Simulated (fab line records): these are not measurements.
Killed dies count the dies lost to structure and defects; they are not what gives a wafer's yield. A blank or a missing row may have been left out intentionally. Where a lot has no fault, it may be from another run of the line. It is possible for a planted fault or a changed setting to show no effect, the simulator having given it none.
Chamber matching	flow nand_harc	4 sister chambers for NHARC_P_ZERO_WELL_DESCUM_13 on rie_diel-07
The step chemistry O2, time 3 s. 8 wafers are shown with their chamber, then 7 later ones without.

WAFERS, EACH WITH ITS CHAMBER
wafer	chamber	showerhead_plenum_p_Torr (Torr)	drypump_motor_current_A (A)
L688.2	3	2.07	6.2
L688.3	2	1.92	5.9
L690.4	0	1.80	6.0
L705.1	0	1.78	6.1
L705.2	2	1.90	5.9
L705.4	1	1.82	5.7
L707.2	1	1.81	5.7
L707.4	3	2.05	6.1

WAFERS WITH NO CHAMBER GIVEN
wafer	showerhead_plenum_p_Torr (Torr)	drypump_motor_current_A (A)
L707.5	2.05	6.2
L708.2	1.78	6.1
L708.4	1.90	6.0
L708.6	2.04	6.1
L709.2	1.78	6.1
L709.4	1.81	5.7
L709.6	1.90	5.9

CHAMBER TAKEN BY EACH
wafer	from the rows above	in truth
L707.5	3	3
L708.2	0	0
L708.4	2	2
L708.6	3	3
L709.2	0	0
L709.4	1	1
L709.6	2	2
Correctly placed: 7 of 7. Not placeable from these rows: 0. 0 placed wrongly.
How it was worked out, from the rows above alone: a wafer's distance from a chamber is the root of the sum, over the readings, of the square of ((its reading less the chamber's mean) divided by the reading's scatter). If the next closest chamber is less than 2 further off than the closest, the wafer can't be placed; otherwise it belongs to the closest. The mean given for a chamber averages the wafers shown for that chamber. The scatter: take each reading less its chamber's mean, square it, sum over the shown wafers, divide by the number of wafers less the number of chambers, and take the root.
